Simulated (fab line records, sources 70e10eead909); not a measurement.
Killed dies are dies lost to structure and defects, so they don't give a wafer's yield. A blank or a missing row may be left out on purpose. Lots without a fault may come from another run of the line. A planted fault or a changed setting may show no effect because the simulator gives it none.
Which tool did it? | flow nand_harc | 13 lots, 39 wafers sampled, at 5 steps of a route of 1302

WHAT THE GAUGES READ, wafer by wafer
NHARC_HYBRID_BOND_OVL_MEAS_05. Usual: overlay_x_nm 3 nm, standard deviation 35; overlay_y_nm -4 nm, standard deviation 34.
lot  | measured     | on         | overlay_x_nm (nm) | overlay_y_nm (nm) | flag
L982 | day 24 18:44 | overlay-01 | 26 54 41          | -75 -1 -21        |
L985 | day 26 12:29 | overlay-02 | 54 45 -30         | -25 18 27         |
L989 | day 28 07:55 | overlay-02 | -26 33 28         | 3 -6 -60          |
L990 | day 28 14:57 | overlay-01 | 22 -124 20        | 16 -65 -21        |
L987 | day 28 14:57 | overlay-02 | 57 -23 37         | -58 2 17          |
L993 | day 30 00:29 | overlay-02 | 11 6 -7           | 15 -38 -10        |
L994 | day 30 08:19 | overlay-02 | 9 -33 31          | 21 11 8           |
L995 | day 30 08:19 | overlay-01 | -52 -8 -39        | 10 -26 -35        |
L998 | day 31 16:00 | overlay-02 | -50 48 -11        | 16 -46 -26        |
L997 | day 31 16:01 | overlay-02 | 45 -13 -29        | -20 -44 -17       |
L996 | day 31 20:56 | overlay-02 | -17 -10 38        | 13 9 -27          |
L999 | day 32 09:17 | overlay-02 | 63 -39 -12        | 83 5 -37          |
L101 | day 33 02:20 | overlay-02 | 18 27 -23         | -36 3 -1          |

NHARC_END_SORT_01. Usual: defect_limited_yield 91 %, standard deviation 3; killed_at_array 55, standard deviation 20; killed_at_other 1.2, standard deviation 1.3; killed_at_periphery 4.0, standard deviation 3; killed_dies 60, standard deviation 21; killed_open 3.2, standard deviation 1.9; killed_short 2.5, standard deviation 1.6.
lot  | measured     | on        | defect_limited_yield (%) | killed_at_array | killed_at_other | killed_at_periphery | killed_dies | killed_open | killed_short | flag
L982 | day 25 16:10 | prober-01 | 86 85 83                 | 95 104 114      | 0 0 0           | 3 0 1               | 98 104 115  | 2 2 1       | 1 1 3        |
L985 | day 27 06:13 | prober-02 | 87 90 88                 | 84 62 75        | 1 0 5           | 0 4 4               | 85 66 84    | 5 4 1       | 3 2 5        |
L989 | day 29 02:29 | prober-02 | 89 87 89                 | 72 79 66        | 3 2 4           | 1 5 5               | 76 86 75    | 0 5 3       | 0 1 2        |
L990 | day 29 12:43 | prober-01 | 89 91 90                 | 68 52 65        | 0 3 1           | 8 6 2               | 76 61 68    | 4 4 2       | 1 1 3        |
L987 | day 29 21:17 | prober-01 | 93 91 89                 | 43 50 70        | 1 6 1           | 3 2 1               | 47 58 72    | 3 4 3       | 3 0 5        |
L993 | day 30 19:30 | prober-02 | 92 91 91                 | 48 52 55        | 1 3 4           | 4 7 4               | 53 62 63    | 3 3 2       | 6 2 2        |
L994 | day 31 03:42 | prober-01 | 92 94 92                 | 54 41 49        | 1 1 2           | 2 2 4               | 57 44 55    | 1 6 5       | 4 1 5        |
L995 | day 31 04:32 | prober-02 | 88 89 86                 | 81 72 88        | 1 0 1           | 2 5 4               | 84 77 93    | 6 2 3       | 0 2 3        |
L998 | day 32 09:47 | prober-01 | 91 93 93                 | 53 45 44        | 0 1 0           | 6 3 4               | 59 49 48    | 5 11 3      | 4 2 4        |
L997 | day 32 19:46 | prober-01 | 92 91 90                 | 54 58 64        | 1 0 0           | 0 6 3               | 55 64 67    | 3 2 3       | 2 3 4        |
L996 | day 32 23:27 | prober-02 | 91 91 91                 | 43 49 44        | 2 3 2           | 13 12 12            | 58 64 58    | 6 2 4       | 3 1 0        |
L999 | day 33 03:04 | prober-01 | 93 92 92                 | 50 54 48        | 0 1 1           | 0 2 2               | 50 57 51    | 1 4 2       | 3 2 0        |
L101 | day 33 21:07 | prober-01 | 96 97 97                 | 24 19 19        | 2 0 2           | 4 4 0               | 30 23 21    | 2 7 3       | 1 1 4        |

WHICH TOOL RAN EACH LOT (tool, then ch and the chambers of the sampled wafers, then the start)
lot  | NHARC_THIN_TSV_STRIP_46             | NHARC_THIN_TSV_ETCHBACK_48         | NHARC_THIN_TSV_PRE_CLEAN_50
L982 | wet_bench-08 ch 0,2,3, day 25 00:02 | rie_diel-06 ch 0,1,3, day 25 00:52 | pvd_sputter-02, day 25 16:10 or earlier
L985 | wet_bench-10 ch 0,2,6, day 26 16:31 | rie_diel-05 ch 0,1, day 26 17:24   | pvd_sputter-01, day 27 06:13 or earlier
L989 | wet_bench-10 ch 1,3,4, day 28 12:04 | rie_diel-07 ch 0,1,3, day 28 12:57 | pvd_sputter-02, day 29 02:29 or earlier
L990 | wet_bench-08 ch 1,2,5, day 28 20:27 | rie_diel-05 ch 2,3, day 28 21:19   | pvd_sputter-03, day 29 12:43 or earlier
L987 | wet_bench-08 ch 0,1,7, day 28 18:58 | rie_diel-07 ch 0,1,2, day 28 19:48 | pvd_sputter-02, day 29 21:17 or earlier
L993 | wet_bench-08 ch 3,4,5, day 30 04:44 | rie_diel-06 ch 0,2,3, day 30 05:35 | pvd_sputter-01, day 30 19:30 or earlier
L994 | wet_bench-10 ch 2,6,7, day 30 12:27 | rie_diel-06 ch 0,3, day 30 13:17   | pvd_sputter-02, day 31 03:42 or earlier
L995 | wet_bench-08 ch 0,1,6, day 30 13:39 | rie_diel-05 ch 0,1,3, day 30 14:32 | pvd_sputter-01, day 31 04:32 or earlier
L998 | wet_bench-08 ch 0,3,7, day 31 20:10 | rie_diel-05 ch 0,1,2, day 31 21:05 | pvd_sputter-02, day 32 09:47 or earlier
L997 | wet_bench-08 ch 0,5,7, day 32 05:23 | rie_diel-06 ch 0,1,3, day 32 06:16 | pvd_sputter-03, day 32 19:46 or earlier
L996 | wet_bench-10 ch 4,5,6, day 32 06:35 | rie_diel-05 ch 1,2, day 32 07:25   | pvd_sputter-01, day 32 23:27 or earlier
L999 | wet_bench-10 ch 0,5,6, day 32 13:29 | rie_diel-07 ch 0,2,3, day 32 14:19 | pvd_sputter-03, day 33 03:04 or earlier
L101 | wet_bench-08 ch 4,5,6, day 33 06:28 | rie_diel-06 ch 1,3, day 33 07:19   | pvd_sputter-01, day 33 21:07 or earlier
- NHARC_THIN_TSV_STRIP_46: strips in post etch residue remover, time 1200 s.
- NHARC_THIN_TSV_ETCHBACK_48: etches the open film in C4F8/Ar, target depth 1028.5 nm, time 405.17 s.
- NHARC_THIN_TSV_PRE_CLEAN_50: time 30 s.

WHAT THE TOOLS THEMSELVES READ (means of the sampled wafers that have a number; where no wafer has one, the mark that the record gives instead)
NHARC_THIN_TSV_STRIP_46. Usual: bath_guard_temp_C 72.6 C, standard deviation 0.6; bath_heat_duty_pct 14.4 %, standard deviation 1.6.
lot  | tool         | bath_guard_temp_C (C) | bath_heat_duty_pct (%) | flag
L982 | wet_bench-08 | 72.9                  | 13.9                   |
L985 | wet_bench-10 | 72.4                  | 14.1                   |
L989 | wet_bench-10 | -                     | -                      | OFF
L990 | wet_bench-08 | -                     | -                      | OFF
L987 | wet_bench-08 | -                     | -                      | OFF
L993 | wet_bench-08 | 72.6                  | 12.9                   |
L994 | wet_bench-10 | 71.8                  | 15.5                   |
L995 | wet_bench-08 | 72.3                  | 13.9                   |
L998 | wet_bench-08 | 72.6                  | 14.4                   |
L997 | wet_bench-08 | 72.9                  | 13.4                   |
L996 | wet_bench-10 | 72.8                  | 15.5                   |
L999 | wet_bench-10 | 72.4                  | 14.7                   |
L101 | wet_bench-08 | 72.3                  | 14.2                   |

NHARC_THIN_TSV_ETCHBACK_48. Usual: chamber_pressure_mTorr 25.000 mTorr, standard deviation 0.024; oes_product_au 0.94 a.u., standard deviation 0.032; rf_vpp_V 546 V, standard deviation 3.4.
lot  | tool        | chamber_pressure_mTorr (mTorr) | oes_product_au (a.u.) | rf_vpp_V (V) | flag
L982 | rie_diel-06 | 24.986                         | 0.92                  | 548          |
L985 | rie_diel-05 | 25.007                         | 0.93                  | 542          |
L989 | rie_diel-07 | 24.993                         | 1.00                  | 549          |
L990 | rie_diel-05 | 24.999                         | 0.93                  | 544          |
L987 | rie_diel-07 | 25.001                         | 0.97                  | 550          |
L993 | rie_diel-06 | 24.995                         | 0.98                  | 547          |
L994 | rie_diel-06 | 25.019                         | 0.99                  | 548          |
L995 | rie_diel-05 | 24.997                         | 0.92                  | 545          |
L998 | rie_diel-05 | 24.989                         | 0.93                  | 543          |
L997 | rie_diel-06 | 24.998                         | 0.95                  | 550          |
L996 | rie_diel-05 | 25.018                         | 0.93                  | 543          |
L999 | rie_diel-07 | 25.010                         | 0.92                  | 549          |
L101 | rie_diel-06 | 24.985                         | 0.91                  | 550          |

NHARC_THIN_TSV_PRE_CLEAN_50. Usual: heater_power_w 416 W, standard deviation 32.
lot  | tool           | heater_power_w (W) | flag
L982 | pvd_sputter-02 | 434                |
L985 | pvd_sputter-01 | 436                |
L989 | pvd_sputter-02 | 442                |
L990 | pvd_sputter-03 | 409                |
L987 | pvd_sputter-02 | 446                |
L993 | pvd_sputter-01 | 398                |
L994 | pvd_sputter-02 | 438                |
L995 | pvd_sputter-01 | 417                |
L998 | pvd_sputter-02 | 421                |
L997 | pvd_sputter-03 | 428                |
L996 | pvd_sputter-01 | 393                |
L999 | pvd_sputter-03 | 426                |
L101 | pvd_sputter-01 | 389                |

THE ANSWER, worked out from the rows above alone
Rule: a lot is off if the mean of its wafers that have a number lies more than 3 standard deviations from the usual mean. A lot without any number at a reading at which 4 lots or more have one is off too. The other lots that the step has rows for count as sound. The gauges are gone through in route order, then the tools' own readings, and for those a lot's mean is taken as printed above. The first step at which some lot is off is used, and at that step the reading that is off furthest; a lot without a number counts as furthest.
Off: L989, L990, L987, at NHARC_THIN_TSV_STRIP_46 (bath_guard_temp_C). Without a number there: L989, L990, L987.
A tool fits if, at that step or a process step before it, it ran every lot that is off, and no sound lot after the first of them. None of those tried fits.

WHAT THE SIMULATOR HAD PUT IN
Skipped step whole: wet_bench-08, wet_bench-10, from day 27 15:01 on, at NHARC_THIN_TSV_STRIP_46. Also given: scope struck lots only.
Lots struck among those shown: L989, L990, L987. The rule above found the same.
